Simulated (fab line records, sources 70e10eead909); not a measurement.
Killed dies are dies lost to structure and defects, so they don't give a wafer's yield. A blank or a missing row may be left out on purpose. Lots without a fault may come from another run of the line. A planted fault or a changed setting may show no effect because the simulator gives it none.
fab line records | flow nand_harc
record lots=6 wafers=18 last_day=24
route steps=1159 shown A_STAIRCASE@657 END@1159
lots that met no fault: from a run of the same line without faults
start_h: hours from the record's first day to the start of the lot's first wafer shown | wait_h: hours since the lot's step before | " the same as in the row above | L1.1+2: a row that stands for several wafers | - no value, or no start given | * or withheld: withheld | < > ~ a bound
route shown NAME@n: a module of which the file shows steps, and the number in the route of the first | usual: mean/standard deviation of fault-free wafers | same: alike in all rows | chamber/n: place in a boat | sites: the reading at each site | _std_site: their standard deviation | _edge_site: outer sites' mean less inner sites' | radius_mm: how far each site lies from the wafer's centre | mask NAME#n: copy n | behind: the tool/chamber that last shaped the wafer | hold: why the lot was held/for how many hours/how that ended | device: the transistor (n, p or np) that didn't switch | end of line: the same wafers' tests at the end of the route | a step without rows: its recipe alone | killed: dies lost to structure and defects at the first sort, not the wafer's yield | map: a wafer's dies, x killed, . not, _ none there
set.NAME: the setting as run; set.NAME@STEP: as run at that earlier step | model.NAME: the simulator's own value behind a step, which no gauge read
lots at some steps of the route; a table a step, a row a wafer
services: from which hour (start_h, from the record's first day; less than 0 if before it) a tool's chamber was out of use, for how many hours, and why
## steps
# step NHARC_A_STAIRCASE_SOFTBAKE_284
# recipe temp_c=135 time_s=170
# step NHARC_A_STAIRCASE_EBR_285
# step NHARC_A_STAIRCASE_EXPOSE_286
# recipe na=0.5 dose_mj=25.01 mask_id=CHOP_100
# step NHARC_A_STAIRCASE_PEB_287
# recipe peb_temp_c=115 peb_time_s=130
# step NHARC_A_STAIRCASE_DEVELOP_288
# recipe time_s=140
# step NHARC_A_STAIRCASE_HARDBAKE_290
# recipe temp_c=120 time_s=140
# step NHARC_A_STAIRCASE_DESCUM_291
# recipe time_s=3 o2_flow_sccm=200 ar_flow_sccm=0 bias_power_w=0 chemistry=O2
# step NHARC_A_STAIRCASE_ETCH_292
# recipe cf4_flow_sccm=100 chf3_flow_sccm=30 ar_flow_sccm=0 rf_w=500 bias_w=200 chemistry=CF4/CHF3
# step NHARC_A_STAIRCASE_HM_OPEN_460
# recipe o2_flow_sccm=400 cos_flow_sccm=20 ar_flow_sccm=0 rf_w=500 bias_w=300 chemistry=O2/COS
# usual drypump_motor_current_A=5.9/0.43 oes_product_au=1.007/0.014 rf_vpp_V=467.4/2.7 showerhead_plenum_p_Torr=3.13/0.12 throttle_valve_pct=28.329/0.0087
# columns lot.wafer tool chamber start_h wait_h drypump_motor_current_A oes_product_au rf_hours_counter_h rf_vpp_V showerhead_plenum_p_Torr throttle_valve_pct
L134.4 rie_diel-03 1 - - 5.6 1.001 16 464.9 3.04 28.326
L134.3 " 0 " " 5.7 1.010 16 467.5 3.19 28.326
L134.6 " 1 " " 5.6 0.996 - 465.1 3.04 28.347
L139.4 rie_diel-03 1 - - 5.6 1.000 29 465.1 3.03 28.333
L139.2 " 2 " " 5.5 1.009 28 470.2 3.20 28.331
L139.5 " 0 " " 5.7 1.004 - 467.4 3.18 28.335
L140.4 rie_diel-01 1 - - 5.2 0.984 54 471.0 3.34 28.334
L140.2 " 3 " " 5.0 0.996 50 468.5 3.25 28.321
L140.5 " 2 " " 6.4 0.995 - 470.9 3.29 28.316
L146.2 rie_diel-08 0 - - 6.2 1.017 11 467.0 3.12 28.327
L146.4 " 3 " " 6.5 1.037 11 463.6 2.97 28.344
L146.6 " 1 " " 6.1 0.996 - 464.7 3.02 28.324
L153.1 rie_diel-08 3 - - 6.5 1.030 26 464.3 2.97 28.331
L153.3 " 2 " " 6.3 1.014 27 467.6 3.16 28.332
L153.5 " 3 " " 6.5 1.031 - 464.5 2.97 28.325
L154.1 rie_diel-03 0 - - 5.7 0.995 59 468.9 3.17 28.337
L154.6 " 2 " " 5.4 1.006 - 467.3 3.18 28.328
L154.5 " 3 " " 5.6 0.986 - 465.3 3.07 28.332
# step NHARC_A_STAIRCASE_STRIP_461
# recipe o2_flow_sccm=400 cos_flow_sccm=20 ar_flow_sccm=0 bias_w=0 chemistry=O2/COS
# step NHARC_A_STAIRCASE_ETCH_452
# recipe target_depth_a=300 overetch_a=30 time_s=16.5 ion_energy_ev=100 cf4_flow_sccm=80 o2_flow_sccm=20 ar_flow_sccm=0 rf_w=300 bias_w=100 chemistry=CF4/O2
# usual drypump_motor_current_A=5.9/0.42 oes_product_au=1.005/0.014 rf_vpp_V=197.8/1.4 showerhead_plenum_p_Torr=1.33/0.053 throttle_valve_pct=13.397/0.0099
# columns lot.wafer tool chamber start_h wait_h drypump_motor_current_A oes_product_au rf_hours_counter_h rf_vpp_V showerhead_plenum_p_Torr throttle_valve_pct
L134.4 rie_diel-03 3 - - 5.6 0.996 16 197.5 1.32 13.395
L134.3 " 1 " " 5.6 1.005 16 198.4 1.30 13.401
L134.6 " 2 " " 5.5 1.015 - 199.3 1.37 13.397
L139.2 rie_diel-03 0 - - 5.7 1.010 28 199.4 1.36 13.392
L139.4 " 2 " " 5.5 0.999 28 199.6 1.37 13.391
L139.5 " 0 " " 5.7 1.016 - 199.0 1.36 13.412
L140.2 rie_diel-01 1 - - 5.2 0.981 54 198.6 1.43 13.405
L140.4 " 2 " " 6.3 0.977 54 200.0 1.41 13.396
L140.5 " 0 " " 5.8 1.002 - 195.5 1.23 13.387
L146.2 rie_diel-08 3 - - 6.5 1.041 11 196.3 1.27 13.407
L146.4 " 1 " " 6.0 0.999 12 196.9 1.29 13.400
L146.6 " 3 " " 6.5 1.040 - 195.7 1.27 13.384
L153.1 rie_diel-08 2 - - 6.2 1.013 28 199.4 1.35 13.392
L153.3 " 3 " " 6.5 1.023 26 196.0 1.27 13.407
L153.5 " 2 " " 6.3 1.006 - 199.0 1.35 13.404
L154.1 rie_diel-03 3 - - 5.6 0.991 60 196.2 1.31 13.396
L154.6 " 1 " " 5.7 0.996 - 196.9 1.29 13.404
L154.5 " 2 " " 5.5 1.012 - 200.1 1.36 13.406
# step NHARC_A_STAIRCASE_ETCH_294
# recipe target_depth_a=49920 time_s=1212.4 ion_energy_ev=800 c4f8_flow_sccm=80 o2_flow_sccm=60 ar_flow_sccm=withheld rf_w=600 bias_w=3000 chemistry=C4F8/O2/Ar
# usual oes_product_au=0.938/0.015 rf_vpp_V=1828/9.9
# columns lot.wafer tool chamber start_h wait_h oes_product_au rf_hours_counter_h rf_vpp_V
L134.3 rie_diel-03 0 268.33 - 0.961 17 1833
L134.4 " 3 " " 0.944 16 1825
L134.6 " 0 " " 0.953 - 1832
L139.4 rie_diel-03 1 304.86 - 0.927 29 1820
L139.2 " 2 " " 0.939 28 1833
L139.5 " 3 " " 0.917 - 1824
L140.4 rie_diel-01 2 306.97 - 0.914 54 1841
L140.2 " 0 " " 0.930 54 1806
L140.5 " 3 " " 0.930 - 1837
L146.4 rie_diel-08 2 338.34 - 0.937 12 1831
L146.2 " 0 " " 0.945 11 1826
L146.6 " 2 " " 0.950 - 1831
L153.1 rie_diel-08 1 382.66 - 0.936 26 1816
L153.3 " 2 " " 0.939 28 1830
L153.5 " 2 " " 0.925 - 1830
L154.1 rie_diel-03 1 384.58 - 0.938 56 1816
L154.5 " 0 " " 0.951 - 1830
L154.6 " 1 " " 0.936 - 1820
# step NHARC_A_STAIRCASE_STRIP_295
# recipe o2_flow_sccm=500 ar_flow_sccm=0 bias_w=0 chemistry=O2
# usual drypump_motor_current_A=5.9/0.42 oes_product_au=1.007/0.015 rf_vpp_V=57.7/0.94 showerhead_plenum_p_Torr=3.53/0.13 throttle_valve_pct=17.035/0.0097
# columns lot.wafer tool chamber start_h wait_h drypump_motor_current_A oes_product_au rf_hours_counter_h rf_vpp_V showerhead_plenum_p_Torr throttle_valve_pct
L134.4 rie_diel-03 2 - - 5.5 1.018 15 56.5 3.62 17.051
L134.3 " 3 " " 5.6 0.996 16 56.3 3.50 17.012
L134.6 " 0 " " 5.7 1.005 - 58.0 3.60 17.038
L139.2 rie_diel-03 0 - - 5.7 1.005 31 57.5 3.59 17.013
L139.4 " 2 " " 5.5 1.006 29 57.5 3.61 17.043
L139.5 " 0 " " 5.7 1.011 - 58.8 3.59 17.031
L140.2 rie_diel-01 3 - - 5.1 1.000 51 56.5 3.67 17.036
L140.4 " 0 " " 5.9 0.996 55 57.3 3.27 17.025
L140.5 " 1 " " 5.2 0.994 - 57.7 3.78 17.033
L146.4 rie_diel-08 2 - - 6.3 1.022 12 58.7 3.58 17.041
L146.2 " 1 " " 6.0 0.997 12 56.5 3.42 17.023
L146.6 " 2 " " 6.3 1.019 - 58.2 3.58 17.046
L153.1 rie_diel-08 3 - - 6.5 1.032 26 56.6 3.35 17.035
L153.3 " 1 " " 6.0 0.992 27 57.6 3.41 17.037
L153.5 " 3 " " 6.5 1.019 - 56.0 3.35 17.032
L154.1 rie_diel-03 3 - - 5.6 0.998 60 57.0 3.47 17.042
L154.6 " 1 " " 5.7 1.001 - 57.3 3.41 17.026
L154.5 " 2 " " 5.5 1.019 - 58.2 3.60 17.038
# step NHARC_A_STAIRCASE_STRIP_296
# recipe time_s=900 temp_c=130 chemistry=SPM
# step NHARC_A_STAIRCASE_PRECLEAN_297
# recipe time_s=* temp_c=50 bath_age_min=0 chemistry=SC1
# step NHARC_A_STAIRCASE_SRD_298
# step NHARC_A_STAIRCASE_HM_DEP_462
# recipe target_thk_a=8000 temp_c=400 material=aC
# step NHARC_A_STAIRCASE_DEP_301
# recipe target_thk_a=300 target_thk_nm=30 temp_c=400 pressure_torr=3.5 flow_sccm=200 rf_w=350 material=SiON
# step NHARC_A_STAIRCASE_DEHYDRATE_302
# recipe temp_c=150 time_s=120
# step NHARC_A_STAIRCASE_HMDS_303
# recipe time_s=30
# step NHARC_A_STAIRCASE_COAT_304
# recipe spin_rpm=1200
# step NHARC_A_STAIRCASE_SOFTBAKE_305
# recipe temp_c=135 time_s=170
# step NHARC_A_STAIRCASE_EBR_306
# step NHARC_A_STAIRCASE_EXPOSE_307
# recipe na=0.5 dose_mj=45.72 mask_id=CHOP_50
# step NHARC_A_STAIRCASE_PEB_308
# recipe peb_temp_c=115 peb_time_s=130
# step NHARC_A_STAIRCASE_DEVELOP_309
# recipe time_s=140
# step NHARC_A_STAIRCASE_HARDBAKE_311
# recipe temp_c=120 time_s=140
# step NHARC_A_STAIRCASE_DESCUM_312
# recipe time_s=3 o2_flow_sccm=200 ar_flow_sccm=0 bias_power_w=0 chemistry=O2
# usual drypump_motor_current_A=5.9/0.46 oes_product_au=1.002/0.015 rf_vpp_V=57.7/0.89 showerhead_plenum_p_Torr=1.93/0.081 throttle_valve_pct=11.311/0.0078
# same bias_power_w=0
# columns lot.wafer tool chamber start_h wait_h drypump_motor_current_A oes_product_au rf_hours_counter_h rf_vpp_V showerhead_plenum_p_Torr throttle_valve_pct
L134.3 rie_diel-08 2 273.57 - 6.3 1.000 53 58.6 1.95 11.309
L134.4 " 3 " " 6.5 1.023 49 57.2 1.82 11.313
L134.6 " 0 " " 6.3 1.023 - 57.7 1.92 11.317
L139.2 rie_diel-08 1 310.84 - 6.0 0.998 0 57.9 1.85 11.323
L139.4 " 2 " " 6.2 1.013 0 58.1 1.95 11.305
L139.5 " 1 " " 6.0 0.994 - 55.9 1.85 11.301
L140.4 rie_diel-08 0 312.57 - 6.2 1.016 1 58.8 1.91 11.312
L140.2 " 1 " " 6.0 0.994 1 58.8 1.85 11.310
L140.5 " 1 " " 6.1 0.988 - 57.3 1.85 11.310
L146.2 rie_diel-08 1 344.79 - 6.0 0.995 14 58.1 1.85 11.312
L146.4 " 2 " " 6.2 1.025 13 56.6 1.94 11.309
L146.6 " 1 " " 6.0 0.994 - 58.1 1.85 11.314
L153.3 rie_diel-03 1 391.35 - 5.7 0.994 58 57.7 1.85 11.312
L153.1 " 3 " " 5.6 0.987 62 57.9 1.88 11.318
L153.5 " 2 " " 5.5 0.998 - 57.9 1.95 11.317
L154.1 rie_diel-08 1 393.21 - 6.0 1.002 31 56.8 1.84 11.325
L154.5 " 1 " " 6.0 0.996 - 58.4 1.84 11.305
L154.6 " 2 " " 6.2 1.005 - 57.6 1.93 11.309
# step NHARC_A_STAIRCASE_ETCH_313
# recipe cf4_flow_sccm=100 chf3_flow_sccm=30 ar_flow_sccm=0 rf_w=500 bias_w=200 chemistry=CF4/CHF3
# step NHARC_A_STAIRCASE_HM_OPEN_463
# recipe o2_flow_sccm=400 cos_flow_sccm=20 ar_flow_sccm=0 rf_w=500 bias_w=300 chemistry=O2/COS
# usual drypump_motor_current_A=5.9/0.46 oes_product_au=1.003/0.015 rf_vpp_V=467.6/2.9 showerhead_plenum_p_Torr=3.14/0.13 throttle_valve_pct=28.330/0.0084
# columns lot.wafer tool chamber start_h wait_h drypump_motor_current_A oes_product_au rf_hours_counter_h rf_vpp_V showerhead_plenum_p_Torr throttle_valve_pct
L134.3 rie_diel-08 3 - - 6.5 1.019 49 462.8 2.98 28.324
L134.4 " 1 " " 6.1 1.008 53 466.1 3.03 28.334
L134.6 " 0 " " 6.2 1.027 - 466.4 3.13 28.331
L139.4 rie_diel-08 3 - - 6.5 1.036 0 464.3 2.98 28.334
L139.2 " 1 " " 6.0 1.011 0 465.7 3.03 28.340
L139.5 " 3 " " 6.5 1.033 - 464.6 2.98 28.330
L140.2 rie_diel-08 1 - - 6.1 1.004 1 465.0 3.03 28.326
L140.4 " 3 " " 6.5 1.026 1 462.9 2.98 28.333
L140.5 " 0 " " 6.2 1.020 - 466.6 3.12 28.344
L146.4 rie_diel-08 0 - - 6.2 1.013 13 464.9 3.12 28.330
L146.2 " 3 " " 6.5 1.030 13 462.7 2.97 28.327
L146.6 " 0 " " 6.2 1.014 - 467.7 3.12 28.328
L153.1 rie_diel-03 3 - - 5.6 0.984 62 465.4 3.07 28.334
L153.3 " 2 " " 5.5 0.997 58 468.2 3.18 28.342
L153.5 " 0 " " 5.7 0.999 - 467.8 3.17 28.331
L154.1 rie_diel-08 0 - - 6.2 1.019 29 466.0 3.11 28.323
L154.6 " 1 " " 6.0 0.991 - 464.5 3.01 28.319
L154.5 " 2 " " 6.3 1.011 - 468.6 3.16 28.315
# step NHARC_A_STAIRCASE_STRIP_464
# recipe o2_flow_sccm=400 cos_flow_sccm=20 ar_flow_sccm=0 bias_w=0 chemistry=O2/COS
# step NHARC_A_STAIRCASE_ETCH_453
# recipe target_depth_a=300 overetch_a=30 time_s=16.5 ion_energy_ev=100 cf4_flow_sccm=80 o2_flow_sccm=20 ar_flow_sccm=0 rf_w=300 bias_w=100 chemistry=CF4/O2
# step NHARC_A_STAIRCASE_ETCH_315
# recipe target_depth_a=25000 time_s=607.1 ion_energy_ev=800 c4f8_flow_sccm=80 o2_flow_sccm=60 ar_flow_sccm=withheld rf_w=600 bias_w=3000 chemistry=C4F8/O2/Ar
# step NHARC_A_STAIRCASE_STRIP_316
# recipe o2_flow_sccm=500 ar_flow_sccm=0 bias_w=0 chemistry=O2
# step NHARC_A_STAIRCASE_STRIP_317
# recipe time_s=900 temp_c=130 chemistry=SPM
# step NHARC_A_STAIRCASE_PRECLEAN_318
# recipe time_s=* temp_c=50 bath_age_min=0 chemistry=SC1
# step NHARC_A_STAIRCASE_SRD_329
# step NHARC_A_STAIRCASE_ALD_415
# recipe target_thk_a=300 pulse_time_s=6 ald_cycles=300 temp_c=300 material=SiO2
# step NHARC_END_SORT_01
# recipe temp_c=25
# usual killed_at_array=27/10 killed_at_other=0.6/0.96 killed_at_periphery=3.4/2.7 killed_dies=31/10 killed_open=2.9/1.8 killed_short=1.8/1.4
# same gross_dies=677
# columns lot.wafer tool chamber start_h wait_h killed_at_array killed_at_other killed_at_periphery killed_dies killed_open killed_short
L134.3 prober-02 0 474.28 3.1 74 0 4 78 5 0
L134.4 prober-02 0 475.07 3.4 130 1 3 134 5 0
L134.6 prober-02 0 476.66 4.0 80 0 2 82 2 2
L139.2 prober-01 0 502.06 2.8 101 0 6 107 4 3
L139.4 prober-01 0 503.64 3.4 137 0 0 137 2 1
L139.5 prober-01 0 504.43 3.7 146 3 3 152 6 2
# killed by level:class
L134.3 A_STAIRCASE:unspecified=52 A_SLIT:chamber_film_flake=11 A_WL_FILL:geometric_particle:open=2 P_ZERO_WELL:chamber_film_flake=2 A_CHANNEL_HOLE_D1:chamber_film_flake=2 A_CHANNEL_FILL_D1:chamber_film_flake=2 A_STAIRCASE:chamber_film_flake=2 A_CONTACT:chamber_film_flake=2
L134.4 A_STAIRCASE:unspecified=105 A_SLIT:chamber_film_flake=11 A_CONTACT:chamber_film_flake=6 A_STAIRCASE:chamber_film_flake=3 A_CHANNEL_FILL_D1:geometric_particle:open=2 P_CONTACT:geometric_particle:open=1 A_SGD_CUT:geometric_particle:open=1 P_ZERO_WELL:chamber_film_flake=1
L134.6 A_STAIRCASE:unspecified=52 A_SLIT:chamber_film_flake=12 A_CHANNEL_HOLE_D1:chamber_film_flake=5 A_STAIRCASE:chamber_film_flake=3 A_CONTACT:chamber_film_flake=3 A_CHANNEL_FILL_D1:geometric_particle:short=1 A_WL_FILL:geometric_particle:open=1 A_CONTACT:geometric_particle:open=1
L139.2 A_STAIRCASE:unspecified=70 A_CHANNEL_HOLE_D1:chamber_film_flake=12 A_SLIT:chamber_film_flake=7 A_STAIRCASE:chamber_film_flake=6 A_WL_FILL:geometric_particle:short=3 A_WL_FILL:geometric_particle:open=2 P_ZERO_WELL:chamber_film_flake=2 P_GATE:chamber_film_flake=2
L139.4 A_STAIRCASE:unspecified=112 A_SLIT:chamber_film_flake=15 A_CHANNEL_HOLE_D1:chamber_film_flake=4 A_STAIRCASE:chamber_film_flake=3 A_ONON_D1:geometric_particle:open=2 A_CHANNEL_HOLE_D1:geometric_particle:short=1
L139.5 A_STAIRCASE:unspecified=117 A_CHANNEL_HOLE_D1:chamber_film_flake=9 A_SLIT:chamber_film_flake=7 A_STAIRCASE:chamber_film_flake=4 A_BLC:geometric_particle:open=2 P_GATE:chamber_film_flake=2 STARTING-WAFER:geometric_particle:open=2 P_CONTACT:geometric_particle:open=1
# map L134.4 (x killed, . not)
____________.____________
_________..x...._________
_______..........._______
______.............______
_____..............._____
____.................____
____..............x..____
___................xx.___
___...............xxx.___
__.............xx.xxx.x__
__.............xxxxxxx.__
_...............xxxxxxxx_
_.............xxxxxxxxx._
_........x.....xxxxxxxxx_
_.x.......x...xxxxxxxxxx_
_.......x....xxxxxxxxxxx_
.x.............xxxxxxxxx.
..............x.xxxxxxxx.
..............xxxxxxxxxx.
................xxxxxx...
..................xxxxx..
_...........x.x...x.xx.._
_......x..x............._
_.............x........._
_......................._
_.......x..............._
__.....................__
__.....................__
___...................___
___..........x.x.x....___
____.........x...x...____
____.........xxx.....____
_____........x.x...._____
______.....x..x.x..______
_______..........._______
_________.....x._________
____________.____________
# map L139.5 (x killed, . not)
____________.____________
_________.x....._________
_______..........._______
______.............______
_____..............._____
____.................____
____.................____
___................x..___
___..............xxxx.___
__..............xxxxxx.__
__.............xxxxxxxx__
_..x.x.........xxxxxxxxx_
_.............xxxxxxxxxx_
_.x........x...xxxxxxxxx_
_............xxxxxxxxxxx_
_.............x.xxxxxxxx_
..x......x....xxxxxxxxxx.
..............xxxxxxxxxxx
..............xxxxxxxxx..
...............x.xxxxxx..
...............x.xxxxxxxx
_................xxx.x.._
_................x.xx..._
_................x...x.x_
_...................x..._
_...................x..._
__..x........x.......xx__
__....xx.............xx__
___....x............x.___
___.........x..x...x.x___
____........x........____
____.........x.xx....____
_____..........x...._____
______..........x..______
_______..........._______
_________......._________
____________.____________
## services
# columns tool chamber start_h hours kind
rie_diel-08 0 256.77 - clean
rie_diel-08 1 256.77 - clean
rie_diel-08 2 256.77 - clean
rie_diel-08 3 256.77 - clean
rie_diel-01 0 264.34 4.4 repair
rie_diel-08 3 265.31 3.5 repair
rie_diel-08 0 281.27 - clean
rie_diel-08 1 281.27 - clean
rie_diel-08 2 281.27 - clean
rie_diel-08 3 281.27 - clean
rie_diel-08 - 301.80 9.0 pm
rie_diel-08 0 301.80 9.0 vent_cycle
rie_diel-08 1 301.80 9.0 vent_cycle
rie_diel-08 2 301.80 9.0 vent_cycle
rie_diel-08 3 301.80 9.0 vent_cycle
rie_diel-08 0 310.80 - clean
rie_diel-08 1 310.80 - clean
rie_diel-08 2 310.80 - clean
rie_diel-08 3 310.80 - clean
rie_diel-01 - 323.45 9.0 pm
rie_diel-08 0 335.30 - clean
rie_diel-08 1 335.30 - clean
rie_diel-08 2 335.30 - clean
rie_diel-03 - 392.35 9.0 pm
## key
first_sign step=NHARC_END_SORT_01 reading=killed_dies direction=up sigmas=8.4 usual=31 struck=115
effect step=NHARC_END_SORT_01 reading=killed_at_array direction=up sigmas=8.4 usual=27 struck=111
more_kills_born_at NHARC_A_STAIRCASE_ETCH_294@rie_diel-03=508
met_at NHARC_A_STAIRCASE_ETCH_294
struck_wafers L134.3,L134.4,L134.6,L139.2,L139.4,L139.5
tester_left_out L134,L139
fault kind=chamber_particle_source tool=rie_diel-03 chamber=- onset_h=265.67 steps=NHARC_A_STAIRCASE_ETCH_294 rate_per_visit_cm2=2.2064 end_h=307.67
# tester_left_out: of these lots the tester's yield and bins aren't shown, on N5 and GAA mostly nor the transistor test; their killed dies are dies lost to structure and defects alone, not to doping, threshold or leakage, so they don't give the yield
